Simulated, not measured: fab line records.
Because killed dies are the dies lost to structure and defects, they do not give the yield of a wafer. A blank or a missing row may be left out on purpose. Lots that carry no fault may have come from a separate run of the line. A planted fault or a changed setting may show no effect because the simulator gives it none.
Split-lot experiment :: flow n5-finfet :: 21 wafers read across 7 lots, on a route 1938 steps long

== ON THE SPLIT ==
At N5_BEOL_M12_DEP_53 (deposits SiCN from 3MS/NH3, target thk 30 nm, time 10.5 s), the setting time-s was moved away from the recipe's 10.5 s on 6 of the 21 wafers read, by +5.9% to +13.6%. This setting was run at the recipe's value on the other wafers.

The reading is taken at the split's own step.

== THE READING ==
SiCN_of_BEOL_M12_DEP_53.thk-nm (the simulator's own value, which no gauge read), in nm, at N5_BEOL_M12_DEP_53 (deposits SiCN from 3MS/NH3, target thk 30 nm, time 10.5 s). The file does not state a usual value for it. Average 30.1 nm, standard deviation 0.47 nm, over the 15 wafers here run with the recipe.

wafer: L074.1
tool, chamber at the split: pecvd-04, 0
time-s as run, s: 11.93
against the recipe: +13.6%
SiCN_of_BEOL_M12_DEP_53.thk-nm, nm: 34
against lot-mates on the recipe: +3.8

wafer: L074.4
tool, chamber at the split: pecvd-04, 1
time-s as run, s: 11.93
against the recipe: +13.6%
SiCN_of_BEOL_M12_DEP_53.thk-nm, nm: 34.2
against lot-mates on the recipe: +4.0

wafer: L074.5
tool, chamber at the split: pecvd-04, 2
time-s as run, s: 10.5
against the recipe: recipe
SiCN_of_BEOL_M12_DEP_53.thk-nm, nm: 30.2
against lot-mates on the recipe: -

wafer: L077.2
tool, chamber at the split: pecvd-04, 2
time-s as run, s: 10.5
against the recipe: recipe
SiCN_of_BEOL_M12_DEP_53.thk-nm, nm: 29.8
against lot-mates on the recipe: -

wafer: L077.3
tool, chamber at the split: pecvd-04, 1
time-s as run, s: 10.5
against the recipe: recipe
SiCN_of_BEOL_M12_DEP_53.thk-nm, nm: 29.6
against lot-mates on the recipe: -

wafer: L077.4
tool, chamber at the split: pecvd-04, 0
time-s as run, s: 10.5
against the recipe: recipe
SiCN_of_BEOL_M12_DEP_53.thk-nm, nm: 30.4
against lot-mates on the recipe: -

wafer: L085.1
tool, chamber at the split: pecvd-03, 2
time-s as run, s: 10.5
against the recipe: recipe
SiCN_of_BEOL_M12_DEP_53.thk-nm, nm: 29.6
against lot-mates on the recipe: -

wafer: L085.2
tool, chamber at the split: pecvd-03, 0
time-s as run, s: 10.5
against the recipe: recipe
SiCN_of_BEOL_M12_DEP_53.thk-nm, nm: 30.4
against lot-mates on the recipe: -

wafer: L085.4
tool, chamber at the split: pecvd-03, 2
time-s as run, s: 11.43
against the recipe: +8.9%
SiCN_of_BEOL_M12_DEP_53.thk-nm, nm: 33
against lot-mates on the recipe: +3.0

wafer: L084.1
tool, chamber at the split: pecvd-01, 2
time-s as run, s: 10.5
against the recipe: recipe
SiCN_of_BEOL_M12_DEP_53.thk-nm, nm: 29.8
against lot-mates on the recipe: -

wafer: L084.2
tool, chamber at the split: pecvd-01, 1
time-s as run, s: 11.91
against the recipe: +13.4%
SiCN_of_BEOL_M12_DEP_53.thk-nm, nm: 33.6
against lot-mates on the recipe: +3.5

wafer: L084.5
tool, chamber at the split: pecvd-01, 1
time-s as run, s: 10.5
against the recipe: recipe
SiCN_of_BEOL_M12_DEP_53.thk-nm, nm: 30.4
against lot-mates on the recipe: -

wafer: L086.1
tool, chamber at the split: pecvd-03, 2
time-s as run, s: 10.5
against the recipe: recipe
SiCN_of_BEOL_M12_DEP_53.thk-nm, nm: 30.4
against lot-mates on the recipe: -

wafer: L086.3
tool, chamber at the split: pecvd-03, 1
time-s as run, s: 10.5
against the recipe: recipe
SiCN_of_BEOL_M12_DEP_53.thk-nm, nm: 30.8
against lot-mates on the recipe: -

wafer: L086.6
tool, chamber at the split: pecvd-03, 0
time-s as run, s: 10.5
against the recipe: recipe
SiCN_of_BEOL_M12_DEP_53.thk-nm, nm: 31
against lot-mates on the recipe: -

wafer: L087.1
tool, chamber at the split: pecvd-04, 2
time-s as run, s: 10.5
against the recipe: recipe
SiCN_of_BEOL_M12_DEP_53.thk-nm, nm: 29.8
against lot-mates on the recipe: -

wafer: L087.5
tool, chamber at the split: pecvd-04, 2
time-s as run, s: 10.5
against the recipe: recipe
SiCN_of_BEOL_M12_DEP_53.thk-nm, nm: 29.8
against lot-mates on the recipe: -

wafer: L087.2
tool, chamber at the split: pecvd-04, 1
time-s as run, s: 10.5
against the recipe: recipe
SiCN_of_BEOL_M12_DEP_53.thk-nm, nm: 29.2
against lot-mates on the recipe: -

wafer: L093.3
tool, chamber at the split: pecvd-03, 0
time-s as run, s: 10.5
against the recipe: recipe
SiCN_of_BEOL_M12_DEP_53.thk-nm, nm: 30
against lot-mates on the recipe: -

wafer: L093.4
tool, chamber at the split: pecvd-03, 2
time-s as run, s: 11.12
against the recipe: +5.9%
SiCN_of_BEOL_M12_DEP_53.thk-nm, nm: 32.2
against lot-mates on the recipe: +2.2

wafer: L093.6
tool, chamber at the split: pecvd-03, 1
time-s as run, s: 11.12
against the recipe: +5.9%
SiCN_of_BEOL_M12_DEP_53.thk-nm, nm: 32.4
against lot-mates on the recipe: +2.4

FIT RESULTS
A straight line over all 21 wafers: SiCN_of_BEOL_M12_DEP_53.thk-nm changes by +0.295 nm for each +1% of time-s; r = +0.96; the points scatter about the line by 0.46 nm.
The same after taking each lot's own level away (the mean of its wafers on the recipe; 21 wafers): +0.292 nm for each +1%; r = +0.98; scatter 0.35 nm.
The reading moves by 4 nm for the largest change in time-s, on that fit.
Measured against the standard deviation above, the lots' own levels, which go from 29.60 to 30.73 nm, span 2.4 times it.
Hence the lot-to-lot level has little effect on the slope; both slopes agree.
Check: +4.1 nm against its lot-mates is what the line predicts for one of the wafers moved furthest among these (+13.6%) when that wafer is left out of the fit. Against them it came out at +3.8 nm.

== THE OTHER SPLITS THESE WAFERS WENT THROUGH ==
Before the reading, these wafers also passed through other splits. Each is held against what the fit with the lots' levels taken away leaves over:
other split on the same wafers: N5_BEOL_M5_ETCH_41 source-w
wafers away from the commonest value: 11
r with SiCN_of_BEOL_M12_DEP_53.thk-nm (lot level and that fit taken away): +0.11

other split on the same wafers: N5_BEOL_M6_PECVD_70 time-s
wafers away from the commonest value: 6
r with SiCN_of_BEOL_M12_DEP_53.thk-nm (lot level and that fit taken away): -0.27

other split on the same wafers: N5_BEOL_M6_EXPOSE_08 dose-mj
wafers away from the commonest value: 3
r with SiCN_of_BEOL_M12_DEP_53.thk-nm (lot level and that fit taken away): -0.09

other split on the same wafers: N5_BEOL_M7_PECVD_70 temp-c
wafers away from the commonest value: 6
r with SiCN_of_BEOL_M12_DEP_53.thk-nm (lot level and that fit taken away): -0.22

other split on the same wafers: N5_BEOL_M8_PECVD_70 temp-c
wafers away from the commonest value: 9
r with SiCN_of_BEOL_M12_DEP_53.thk-nm (lot level and that fit taken away): -0.14

other split on the same wafers: N5_BEOL_M8_COAT_05 spin-rpm
wafers away from the commonest value: 7
r with SiCN_of_BEOL_M12_DEP_53.thk-nm (lot level and that fit taken away): +0.02

other split on the same wafers: N5_BEOL_M11_EXPOSE_08 dose-mj
wafers away from the commonest value: 10
r with SiCN_of_BEOL_M12_DEP_53.thk-nm (lot level and that fit taken away): +0.34

other split on the same wafers: N5_BEOL_M11_COAT_22 spin-rpm
wafers away from the commonest value: 7
r with SiCN_of_BEOL_M12_DEP_53.thk-nm (lot level and that fit taken away): -0.01

other split on the same wafers: N5_BEOL_M12_SPUTTER_44 time-s
wafers away from the commonest value: 8
r with SiCN_of_BEOL_M12_DEP_53.thk-nm (lot level and that fit taken away): -0.07

== FILE'S OWN FIT ==
SiCN_of_BEOL_M12_DEP_53.thk-nm changes by +0.293 nm for each +1% of time-s, r = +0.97.
